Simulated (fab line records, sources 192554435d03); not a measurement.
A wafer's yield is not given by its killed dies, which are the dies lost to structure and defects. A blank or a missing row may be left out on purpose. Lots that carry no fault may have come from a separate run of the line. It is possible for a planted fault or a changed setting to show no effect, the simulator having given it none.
Split-lot study ; flow n5Finfet ; on a route of 1938 steps: 7 lots, 39 wafers read

ON THE SPLIT
At N5_FIN_SAQP_ETCH_65 (etches SiO2 in CF4, target depth 4 nm, time 4.4 s), the setting timeS was moved away from the recipe's 4.4 s on 15 of the 39 wafers read, by -15.4% to +11.3%. All remaining wafers had this setting at the recipe value.

The split's own step is where the reading is taken.

THE READING
etch.depthNm (the simulator's own value, which no gauge read), in nm, at N5_FIN_SAQP_ETCH_65 (etches SiO2 in CF4, target depth 4 nm, time 4.4 s). There is no usual value for it anywhere in the file. Across the 24 wafers here that went through the recipe, the average is 4.130 nm and the standard deviation 0.11 nm.

wafer;tool, chamber at the split;timeS as run, s;against the recipe;etch.depthNm, nm;against lot-mates on the recipe
L074.1;rieSi-06, 0;4.4;recipe;3.891;-
L074.2;rieSi-06, 2;4.4;recipe;4.043;-
L074.3;rieSi-06, 1;4.4;recipe;3.971;-
L074.4;rieSi-06, 3;4.4;recipe;4.157;-
L074.5;rieSi-06, 2;4.4;recipe;4.028;-
L074.6;rieSi-06, 3;4.4;recipe;4.163;-
L077.1;rieSi-05, 0;4.4;recipe;4.287;-
L077.2;rieSi-05, 2;4.1;-6.8%;3.743;-0.507
L077.3;rieSi-05, 3;4.4;recipe;4.233;-
L077.4;rieSi-05, 3;4.4;recipe;4.229;-
L077.5;rieSi-05, 2;4.1;-6.8%;3.723;-0.527
L077.6;rieSi-05, 0;4.1;-6.8%;3.998;-0.252
L085.1;rieSi-04, 0;3.721;-15.4%;3.514;-0.594
L085.2;rieSi-04, 1;4.4;recipe;4.031;-
L085.3;rieSi-04, 2;4.4;recipe;4.205;-
L085.4;rieSi-04, 3;4.4;recipe;4.087;-
L085.5;rieSi-04, 3;3.721;-15.4%;3.469;-0.639
L085.6;rieSi-04, 2;3.721;-15.4%;3.567;-0.541
L088.1;rieSi-05, 0;4.4;recipe;4.311;-
L088.2;rieSi-05, 3;4.896;+11.3%;4.675;+0.563
L088.3;rieSi-05, 1;4.4;recipe;4.097;-
L088.4;rieSi-05, 2;4.896;+11.3%;4.375;+0.263
L088.5;rieSi-05, 1;4.896;+11.3%;4.543;+0.431
L088.6;rieSi-05, 2;4.4;recipe;3.928;-
L090.1;rieSi-05, 3;4.4;recipe;4.192;-
L090.2;rieSi-05, 1;4.865;+10.6%;4.476;+0.296
L090.3;rieSi-05, 0;4.865;+10.6%;4.764;+0.584
L090.4;rieSi-05, 2;4.865;+10.6%;4.318;+0.138
L090.5;rieSi-05, 1;4.4;recipe;4.036;-
L090.6;rieSi-05, 0;4.4;recipe;4.311;-
L092.1;rieSi-04, 2;4.4;recipe;4.237;-
L092.2;rieSi-04, 1;3.979;-9.6%;3.627;-0.527
L092.3;rieSi-04, 0;3.979;-9.6%;3.748;-0.406
L092.4;rieSi-04, 3;4.4;recipe;4.109;-
L092.5;rieSi-04, 2;3.979;-9.6%;3.799;-0.355
L092.6;rieSi-04, 3;4.4;recipe;4.117;-
L095.1;rieSi-04, 3;4.4;recipe;4.075;-
L095.2;rieSi-04, 2;4.4;recipe;4.203;-
L095.6;rieSi-04, 2;4.4;recipe;4.18;-

FIT RESULTS
A straight line over all 39 wafers: etch.depthNm changes by +0.039 nm for each +1% of timeS; r = +0.92; the points scatter about the line by 0.12 nm.
The same after taking each lot's own level away (the mean of its wafers on the recipe; 39 wafers): +0.0394 nm for each +1%; r = +0.92; scatter 0.12 nm.
Per that fit: largest timeS move, reading shift of 0.61 nm.
From 4.0422 to 4.2497 nm: that is the span of the lots' own levels, equal to 1.8 times the standard deviation above.
Consequently the slope shifts little with the lot-to-lot level, the two slopes agreeing.
Check: for one of the wafers moved furthest among these (-15.4%), held out of the fit, the line's prediction against its lot-mates is -0.637 nm. Against them it came out at -0.594 nm.

OTHER SPLITS APPLIED TO THESE WAFERS
Before the reading, these wafers also passed through other splits. Each is held against what the fit with the lots' levels taken away leaves over:
other split on the same wafers;wafers away from the commonest value;r with etch.depthNm (lot level and that fit taken away)
N5_FIN_SAQP_HM_DEP_03 targetThkA;9;-0.02

THE FILE'S OWN FIT
etch.depthNm changes by +0.0398 nm for each +1% of timeS, r = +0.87.
